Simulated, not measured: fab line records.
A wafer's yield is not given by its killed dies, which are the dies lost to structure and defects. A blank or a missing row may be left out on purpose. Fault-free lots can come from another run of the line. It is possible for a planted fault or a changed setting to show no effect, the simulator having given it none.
Matching of chambers / flow n5 finfet / N5_BEOL_M12_ETCH_38 on rie diel-03 has 3 sister chambers
The step etches SiCN in CF4/N2, target depth 68.7 nm, time 73.4 s. 14 wafers are shown with their chamber, then 5 later ones without.

== WAFERS WITH THEIR CHAMBER ==
wafer=L675.3; chamber=1; drypump motor current A (A)=5.7; showerhead plenum p Torr (Torr)=2.31; throttle valve pct (%)=15.17
wafer=L675.5; chamber=3; drypump motor current A (A)=6.3; showerhead plenum p Torr (Torr)=2.12; throttle valve pct (%)=15.38
wafer=L675.6; chamber=0; drypump motor current A (A)=6.3; showerhead plenum p Torr (Torr)=2.15; throttle valve pct (%)=15.31
wafer=L689.4; chamber=3; drypump motor current A (A)=6.3; showerhead plenum p Torr (Torr)=2.11; throttle valve pct (%)=15.43
wafer=L689.5; chamber=0; drypump motor current A (A)=6.3; showerhead plenum p Torr (Torr)=2.15; throttle valve pct (%)=15.36
wafer=L689.6; chamber=1; drypump motor current A (A)=5.6; showerhead plenum p Torr (Torr)=2.30; throttle valve pct (%)=15.21
wafer=L688.2; chamber=3; drypump motor current A (A)=6.3; showerhead plenum p Torr (Torr)=2.11; throttle valve pct (%)=15.43
wafer=L688.3; chamber=1; drypump motor current A (A)=5.7; showerhead plenum p Torr (Torr)=2.30; throttle valve pct (%)=15.23
wafer=L688.6; chamber=1; drypump motor current A (A)=5.7; showerhead plenum p Torr (Torr)=2.30; throttle valve pct (%)=15.20
wafer=L690.1; chamber=0; drypump motor current A (A)=6.3; showerhead plenum p Torr (Torr)=2.14; throttle valve pct (%)=15.35
wafer=L690.3; chamber=1; drypump motor current A (A)=5.7; showerhead plenum p Torr (Torr)=2.30; throttle valve pct (%)=15.24
wafer=L690.4; chamber=0; drypump motor current A (A)=6.3; showerhead plenum p Torr (Torr)=2.14; throttle valve pct (%)=15.36
wafer=L687.2; chamber=1; drypump motor current A (A)=5.6; showerhead plenum p Torr (Torr)=2.30; throttle valve pct (%)=15.22
wafer=L687.4; chamber=1; drypump motor current A (A)=5.7; showerhead plenum p Torr (Torr)=2.30; throttle valve pct (%)=15.20

SIGNATURES, as means of the wafers listed above
reading=drypump motor current A; chamber 0=6.300; chamber 1=5.671; chamber 3=6.300; scatter within a chamber=0.036
reading=showerhead plenum p Torr; chamber 0=2.1450; chamber 1=2.3014; chamber 3=2.1133; scatter within a chamber=0.00479
reading=throttle valve pct; chamber 0=15.3450; chamber 1=15.2100; chamber 3=15.4133; scatter within a chamber=0.0244
Rule: for a wafer and a chamber, the distance is found by dividing, reading by reading, the gap between the wafer's reading and the chamber's mean by the reading's scatter, squaring, summing and taking the root. If the next closest chamber is less than 2 further off than the closest, the wafer can't be placed; otherwise it belongs to the closest. The scatter: take each reading less its chamber's mean, square it, sum over the shown wafers, divide by the number of wafers less the number of chambers, and take the root.

== WAFERS WITH NO CHAMBER GIVEN ==
wafer=L687.5; drypump motor current A (A)=6.3; showerhead plenum p Torr (Torr)=2.14; throttle valve pct (%)=15.37
wafer=L697.6; drypump motor current A (A)=6.3; showerhead plenum p Torr (Torr)=2.10; throttle valve pct (%)=15.48
wafer=L698.4; drypump motor current A (A)=6.3; showerhead plenum p Torr (Torr)=2.10; throttle valve pct (%)=15.49
wafer=L698.5; drypump motor current A (A)=6.3; showerhead plenum p Torr (Torr)=2.14; throttle valve pct (%)=15.41
wafer=L698.6; drypump motor current A (A)=5.7; showerhead plenum p Torr (Torr)=2.29; throttle valve pct (%)=15.23

== WHICH CHAMBER EACH ONE RAN IN ==
wafer=L687.5; from the rows above=0; in truth=0
wafer=L697.6; from the rows above=3; in truth=3
wafer=L698.4; from the rows above=3; in truth=3
wafer=L698.5; from the rows above=0; in truth=0
wafer=L698.6; from the rows above=1; in truth=1
Correct placement for 5 of the 5. Can't be placed from these rows: 0. Placed wrongly: 0.
